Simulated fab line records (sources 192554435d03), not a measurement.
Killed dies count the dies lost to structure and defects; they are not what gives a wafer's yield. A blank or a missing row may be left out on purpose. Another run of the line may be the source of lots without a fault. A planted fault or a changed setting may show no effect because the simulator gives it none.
Matching of chambers + flow n5 finfet + 4 sister chambers for N5_BEOL_M11_ETCH_65 on rie diel-01
The step etches SiARC in CF4, target depth 39 nm, time 65 s. 4 wafers are shown with their chamber, then 7 later ones without.

WAFERS WITH THEIR CHAMBER
| wafer  | chamber | drypump motor current A (A) |
|--------|---------|-----------------------------|
| L078.6 | 0       | 5.7                         |
| L090.2 | 1       | 5.5                         |
| L092.1 | 2       | 6.3                         |
| L092.2 | 3       | 5.4                         |

WAFERS WHOSE CHAMBER IS MISSING
| wafer  | drypump motor current A (A) |
|--------|-----------------------------|
| L092.3 | 5.7                         |
| L094.2 | 5.5                         |
| L094.3 | 5.6                         |
| L094.5 | 5.5                         |
| L093.1 | 5.6                         |
| L093.2 | 5.5                         |
| L093.3 | 6.3                         |

WHICH CHAMBER EACH WENT THROUGH
| wafer  | from the rows above          | in truth |
|--------|------------------------------|----------|
| L092.3 | 0                            | 0        |
| L094.2 | can't be placed: 1 or 3      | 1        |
| L094.3 | can't be placed: 1 or 0 or 3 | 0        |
| L094.5 | can't be placed: 1 or 3      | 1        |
| L093.1 | can't be placed: 1 or 0 or 3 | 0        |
| L093.2 | can't be placed: 1 or 3      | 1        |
| L093.3 | 2                            | 2        |
Correct placement for 2 of the 7. Unplaceable from these rows: 5, with the true chamber sitting among the candidates in 5. Placed wrongly: 0.
How it was worked out, from the rows above alone: a wafer's distance from a chamber is the root of the sum, over the readings, of the square of ((its reading less the chamber's mean) divided by the reading's scatter). The wafer belongs to the nearest chamber; if the next one is less than 2 further off, it can't be placed. A chamber's mean is the mean of its shown wafers. The scatter: root of mean squared gap, hidden wafer to nearest shown wafer, with one shown wafer a chamber.
